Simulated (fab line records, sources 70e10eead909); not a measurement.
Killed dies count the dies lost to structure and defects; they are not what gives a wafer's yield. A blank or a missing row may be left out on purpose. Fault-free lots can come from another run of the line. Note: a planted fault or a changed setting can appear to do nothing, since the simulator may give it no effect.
What tool caused it? | flow nand harc | 21 wafers from 7 lots sampled at 2 of the route's 1159 steps

== WHAT THE GAUGES SHOWED, per wafer ==
NHARC_A_ONON_D1_THK_MEAS_14: measures by ellipsometry.
lot  | measured     | on            | thk nm (nm)
L440 | day 8 06:31  | film metro-01 | 985 985 984
L441 | day 8 06:36  | film metro-01 | 1002 1002 1002
L445 | day 9 07:53  | film metro-01 | 984 983 983
L449 | day 10 20:38 | film metro-02 | 1007 1007 1008
L456 | day 12 03:23 | film metro-02 | 989 991 992
L458 | day 12 17:34 | film metro-01 | 1015 1017 1016
L461 | day 13 03:19 | film metro-02 | 992 993 994

== WHAT TOOL EACH LOT RAN ON (gives the tool, then ch and the chambers of the sampled wafers, and finally the start) ==
lot  | NHARC_A_ONON_D1_DEP_12
L440 | pecvd onon-01 ch 0, day 8 06:03
L441 | pecvd onon-04 ch 0, day 8 06:05
L445 | pecvd onon-03 ch 0, day 9 07:26
L449 | pecvd onon-04 ch 0, day 10 20:14
L456 | pecvd onon-01 ch 0, day 12 02:52
L458 | pecvd onon-01 ch 0, day 12 17:04
L461 | pecvd onon-03 ch 0, day 13 02:49
- NHARC_A_ONON_D1_DEP_12: target thk 1000 nm.

== THE ANSWER, worked out from the rows above alone ==
Rule: usual is defined by the lots themselves. Put in order of their means at a reading, lots are off if they are a third of the lots or fewer, leave a main group of 4 or more, and stand apart from it by a gap of 3 or more times the standard deviation of the main group's means; of several such gaps the widest counts. A main group is skipped when, at the precision printed for the reading in the tables above, its means are all equal. A lot without any number at a reading at which 4 lots or more have one is off too. Any other lot the step has rows for is counted as sound.
No lot is off on any of the readings shown, so nothing can be concluded from this.

== WHAT WAS PUT IN BY THE SIMULATOR ==
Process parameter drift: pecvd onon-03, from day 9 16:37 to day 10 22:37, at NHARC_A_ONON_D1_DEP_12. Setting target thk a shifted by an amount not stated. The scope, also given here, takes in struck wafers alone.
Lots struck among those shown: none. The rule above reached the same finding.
